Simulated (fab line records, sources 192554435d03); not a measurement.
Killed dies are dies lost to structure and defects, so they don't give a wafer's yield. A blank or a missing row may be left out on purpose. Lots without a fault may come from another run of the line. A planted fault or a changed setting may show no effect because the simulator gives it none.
Chamber matching | flow n5_finfet | N5_BEOL_M3_ETCH_74 on rie_diel-02: 4 sister chambers
The step etches underlayer in N2/H2, target depth 6.5 nm, time 5.2 s. 4 wafers are shown with their chamber, then 7 later ones without.

WAFERS WITH THEIR CHAMBER
wafer  | chamber | showerhead_plenum_p_Torr (Torr)
L086.6 | 3       | 2.42
L089.1 | 0       | 2.48
L094.2 | 1       | 2.40
L094.3 | 2       | 2.48

WAFERS WITHOUT THEIR CHAMBER
wafer  | showerhead_plenum_p_Torr (Torr)
L094.6 | 2.41
L091.2 | 2.41
L091.4 | 2.40
L091.6 | 2.48
L093.1 | 2.40
L093.5 | 2.41
L093.6 | 2.40

WHICH CHAMBER EACH WENT THROUGH
wafer  | from the rows above     | in truth
L094.6 | can't be placed: 3 or 1 | 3
L091.2 | can't be placed: 3 or 1 | 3
L091.4 | 1                       | 1
L091.6 | can't be placed: 0 or 2 | 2
L093.1 | 1                       | 1
L093.5 | can't be placed: 3 or 1 | 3
L093.6 | 1                       | 1
Placed correctly: 3 of 7. Can't be placed from these rows: 4 (the true chamber is among the candidates in 4). Placed wrongly: 0.
How it was worked out, from the rows above alone: a wafer's distance from a chamber is the root of the sum, over the readings, of the square of ((its reading less the chamber's mean) divided by the reading's scatter). The wafer belongs to the nearest chamber; if the next one is less than 2 further off, it can't be placed. A chamber's mean is the mean of its shown wafers. The scatter: with one shown wafer a chamber, the root of the mean of the squares of how far each hidden wafer lies from its nearest shown one.
